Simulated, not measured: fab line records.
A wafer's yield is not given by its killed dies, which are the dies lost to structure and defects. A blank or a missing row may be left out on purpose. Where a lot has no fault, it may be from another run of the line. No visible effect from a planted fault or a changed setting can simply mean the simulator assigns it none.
Chamber matching | flow nand harc | rie diel-05 running NHARC_A_ZERO_WELL_DESCUM_12: 4 sister chambers
The step chemistry O2, time 3 s. 14 wafers are shown with their chamber, then 7 later ones without.

## EACH WAFER AND ITS CHAMBER
wafer  | chamber | showerhead plenum p Torr (Torr) | drypump motor current A (A) | oes product au (a.u.)
L697.3 | 2       | 1.88                            | 6.12                        | 1.010
L697.4 | 3       | 2.00                            | 5.66                        | 0.978
L697.6 | 1       | 1.80                            | 5.54                        | 1.005
L698.1 | 0       | 2.04                            | 6.18                        | 0.980
L698.4 | 1       | 1.80                            | 5.49                        | 1.000
L698.6 | 0       | 2.04                            | 6.17                        | 0.986
L700.1 | 2       | 1.87                            | 6.17                        | 1.015
L700.4 | 0       | 2.04                            | 6.11                        | 0.994
L700.6 | 1       | 1.80                            | 5.51                        | 1.004
L705.1 | 0       | 2.04                            | 6.16                        | 1.001
L705.2 | 1       | 1.80                            | 5.52                        | 0.993
L705.4 | 0       | 2.04                            | 6.15                        | 0.997
L707.3 | 0       | 2.04                            | 6.12                        | 0.996
L707.4 | 2       | 1.87                            | 6.14                        | 1.009

SIGNATURES (means of the wafers above)
reading                  | chamber 0 | chamber 1 | chamber 2 | chamber 3 | scatter within a chamber
showerhead plenum p Torr | 2.0400    | 1.8000    | 1.8733    | 2.0000    | 0.00258
drypump motor current A  | 6.1483    | 5.5150    | 6.1433    | 5.6600    | 0.0254
oes product au           | 0.99233   | 1.00050   | 1.01133   | 0.97800   | 0.00644
Rule: for a wafer and a chamber, the distance is found by dividing, reading by reading, the gap between the wafer's reading and the chamber's mean by the reading's scatter, squaring, summing and taking the root. If the next closest chamber is less than 2 further off than the closest, the wafer can't be placed; otherwise it belongs to the closest. The scatter is the square root of a quotient: the sum, over the shown wafers, of each reading's squared deviation from its chamber's mean, divided by wafers minus chambers.

## WAFERS WITH NO CHAMBER GIVEN
wafer  | showerhead plenum p Torr (Torr) | drypump motor current A (A) | oes product au (a.u.)
L707.6 | 2.04                            | 6.14                        | 0.983
L710.1 | 1.87                            | 6.15                        | 1.012
L710.3 | 1.80                            | 5.51                        | 1.006
L710.5 | 2.04                            | 6.15                        | 1.000
L719.1 | 2.04                            | 6.11                        | 0.988
L719.3 | 1.80                            | 5.51                        | 0.991
L719.4 | 1.87                            | 6.12                        | 1.019

## WHICH CHAMBER EACH WENT THROUGH
wafer  | from the rows above | in truth
L707.6 | 0                   | 0
L710.1 | 2                   | 2
L710.3 | 1                   | 1
L710.5 | 0                   | 0
L719.1 | 0                   | 0
L719.3 | 1                   | 1
L719.4 | 2                   | 2
Correct placement for 7 of the 7. From these rows, 0 cannot be placed. Wrongly placed: 0.
